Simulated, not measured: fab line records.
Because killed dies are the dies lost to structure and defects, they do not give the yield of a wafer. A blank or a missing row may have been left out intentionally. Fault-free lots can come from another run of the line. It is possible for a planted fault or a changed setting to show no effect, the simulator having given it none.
Which of the tools did it? || flow n5 finfet || 29 wafers from 10 lots sampled at 4 of the route's 1938 steps

WHAT THE GAUGES SHOWED, per wafer
N5_BEOL_M6_INSPECT_13: inspects for defects (brightfield).
{"lot": "L596", "measured": "day 10 02:50", "on": "defect inspect-01", "raw defect count": "293 292 281"}
{"lot": "L597", "measured": "day 10 05:49", "on": "defect inspect-01", "raw defect count": "435 341 325"}
{"lot": "L598", "measured": "day 10 13:32", "on": "defect inspect-02", "raw defect count": "328 534"}
{"lot": "L599", "measured": "day 10 19:11", "on": "defect inspect-02", "raw defect count": "533 589 434"}
{"lot": "L608", "measured": "day 12 17:02", "on": "defect inspect-02", "raw defect count": "1538 452 1515"}
{"lot": "L610", "measured": "day 13 12:44", "on": "defect inspect-02", "raw defect count": "450 1485 1679"}
{"lot": "L616", "measured": "day 14 22:14", "on": "defect inspect-01", "raw defect count": "336 308 475"}
{"lot": "L615", "measured": "day 15 06:50", "on": "defect inspect-01", "raw defect count": "723 557 481"}
{"lot": "L617", "measured": "day 15 23:58", "on": "defect inspect-01", "raw defect count": "551 435 437"}
{"lot": "L618", "measured": "day 16 01:20", "on": "defect inspect-02", "raw defect count": "611 494 637"}

WHAT TOOL EACH LOT RAN ON (gives the tool, then ch and the chambers of the sampled wafers, and finally the start)
{"lot": "L596", "N5_BEOL_M5_SPUTTER_90": "pvd sputter-02, day 10 00:02", "N5_BEOL_M5_CO_CAP_78": "cvd co-01 ch 1,2, day 10 00:55", "N5_BEOL_M6_PECVD_70": "pecvd-02 ch 1,2, day 10 01:47"}
{"lot": "L597", "N5_BEOL_M5_SPUTTER_90": "pvd sputter-01, day 10 02:17", "N5_BEOL_M5_CO_CAP_78": "cvd co-01 ch 0,1, day 10 03:38", "N5_BEOL_M6_PECVD_70": "pecvd-02 ch 0,1,2, day 10 04:31"}
{"lot": "L598", "N5_BEOL_M5_SPUTTER_90": "pvd sputter-02, day 10 10:43", "N5_BEOL_M5_CO_CAP_78": "cvd co-02 ch 0,1, day 10 11:36", "N5_BEOL_M6_PECVD_70": "pecvd-04 ch 0,2, day 10 12:31"}
{"lot": "L599", "N5_BEOL_M5_SPUTTER_90": "pvd sputter-02, day 10 15:37", "N5_BEOL_M5_CO_CAP_78": "cvd co-01 ch 0,1,2, day 10 17:01", "N5_BEOL_M6_PECVD_70": "pecvd-04 ch 0,1,2, day 10 17:55"}
{"lot": "L608", "N5_BEOL_M5_SPUTTER_90": "pvd sputter-03, day 12 12:59", "N5_BEOL_M5_CO_CAP_78": "cvd co-02 ch 1,2, day 12 13:52", "N5_BEOL_M6_PECVD_70": "pecvd-02 ch 0,1, day 12 14:45"}
{"lot": "L610", "N5_BEOL_M5_SPUTTER_90": "pvd sputter-01, day 13 09:10", "N5_BEOL_M5_CO_CAP_78": "cvd co-02 ch 0,1, day 13 10:04", "N5_BEOL_M6_PECVD_70": "pecvd-02 ch 0,1, day 13 10:55"}
{"lot": "L616", "N5_BEOL_M5_SPUTTER_90": "pvd sputter-03, day 14 18:18", "N5_BEOL_M5_CO_CAP_78": "cvd co-01 ch 0,1,2, day 14 19:29", "N5_BEOL_M6_PECVD_70": "pecvd-01 ch 0,1, day 14 20:39"}
{"lot": "L615", "N5_BEOL_M5_SPUTTER_90": "pvd sputter-01, day 15 03:14", "N5_BEOL_M5_CO_CAP_78": "cvd co-01 ch 0,1, day 15 04:26", "N5_BEOL_M6_PECVD_70": "pecvd-01 ch 0,2, day 15 05:18"}
{"lot": "L617", "N5_BEOL_M5_SPUTTER_90": "pvd sputter-03, day 15 19:47", "N5_BEOL_M5_CO_CAP_78": "cvd co-01 ch 0,1, day 15 20:44", "N5_BEOL_M6_PECVD_70": "pecvd-01 ch 0,2, day 15 21:35"}
{"lot": "L618", "N5_BEOL_M5_SPUTTER_90": "pvd sputter-01, day 15 22:13", "N5_BEOL_M5_CO_CAP_78": "cvd co-01 ch 0,1, day 15 23:06", "N5_BEOL_M6_PECVD_70": "pecvd-01 ch 0,1,2, day 16 00:28"}
- N5_BEOL_M5_SPUTTER_90: material Cu, target thk 4.5 nm, time 8.29 s.
- N5_BEOL_M5_CO_CAP_78: material Co, precursor CCTBA/H2, target thk 2 nm, time 102.1 s.
- N5_BEOL_M6_PECVD_70: deposits SiO2 from TEOS/O2, target thk 20 nm, time 22.7 s.

THE ANSWER, worked out from the rows above alone
Rule: the lots themselves supply what counts as usual. The widest of any qualifying gaps counts: lots, ordered by their means at a reading, are off when they make up no more than a third of the lots, leave a main group of 4 or more, and stand apart from it by 3 or more times the standard deviation of that group's means. If all means in a main group match to the digits the tables above print for the reading, that group is not used. Also off: a lot with no number at a reading for which 4 or more lots have one. Any other lot the step has rows for is counted as sound.
Off: L608, L610 (N5_BEOL_M6_INSPECT_13, raw defect count). Mean 453 and standard deviation 1e+02 in the main group.
If a tool, at a process step before that reading, ran all the lots that are off and no sound lot after the first of them, it fits. Those tools and the gauges at N5_BEOL_M6_INSPECT_13 are tried in the same way. 2 tools fit, cvd co-02 at N5_BEOL_M5_CO_CAP_78 and pecvd-02 at N5_BEOL_M6_PECVD_70, so this cannot tell which one it is.

WHAT THE SIMULATOR HAD INSERTED
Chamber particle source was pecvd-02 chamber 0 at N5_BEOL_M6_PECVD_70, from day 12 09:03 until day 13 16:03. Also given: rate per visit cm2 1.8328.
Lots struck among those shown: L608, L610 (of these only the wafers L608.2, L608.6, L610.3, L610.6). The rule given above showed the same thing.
